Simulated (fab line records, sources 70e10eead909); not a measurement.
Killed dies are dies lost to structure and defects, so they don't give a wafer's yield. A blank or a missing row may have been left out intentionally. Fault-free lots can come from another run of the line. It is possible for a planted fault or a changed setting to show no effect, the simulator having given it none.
Chamber matching    flow nand_harc    3 sister chambers for NHARC_A_STAIRCASE_DEP_471 on pecvd-01
The step deposits SiO2, target thk 100 nm. 6 wafers are shown with their chamber, then 10 later ones without.

== WAFERS PAIRED WITH THEIR CHAMBERS ==
wafer   chamber  throttle_valve_pct (%)  heater_power_w (W)
L082.3  0        15.1                    578
L082.6  0        15.4                    607
L087.4  1        15.0                    595
L087.5  2        16.5                    537
L086.1  2        16.7                    565
L086.2  1        15.2                    472

== WAFERS WITH NO CHAMBER GIVEN ==
wafer   throttle_valve_pct (%)  heater_power_w (W)
L086.3  15.5                    578
L092.1  15.7                    587
L092.4  15.5                    608
L092.5  15.4                    536
L091.3  16.8                    628
L091.4  15.7                    604
L091.5  15.2                    581
L095.2  15.2                    607
L095.5  17.0                    651
L095.6  14.9                    606

== WHICH CHAMBER EACH WENT THROUGH ==
wafer   from the rows above      in truth
L086.3  can't be placed: 0 or 1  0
L092.1  can't be placed: 0 or 1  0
L092.4  can't be placed: 0 or 1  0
L092.5  can't be placed: 0 or 1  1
L091.3  2                        2
L091.4  can't be placed: 0 or 1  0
L091.5  can't be placed: 0 or 1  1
L095.2  can't be placed: 0 or 1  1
L095.5  2                        2
L095.6  can't be placed: 1 or 0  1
2 of 10 placed correctly. Cannot be placed on the basis of these rows: 8; the candidates contain the true chamber in 8. Number placed wrongly: 0.
How it was worked out, from the rows above alone: a wafer's distance from a chamber is the root of the sum, over the readings, of the square of ((its reading less the chamber's mean) divided by the reading's scatter). If the next closest chamber is less than 2 further off than the closest, the wafer can't be placed; otherwise it belongs to the closest. For every chamber, the mean is computed from those of its wafers that are shown. How the scatter is found: for the shown wafers, subtract from each reading the mean of its chamber, square and add these, divide the total by (wafers less chambers), then take the root.
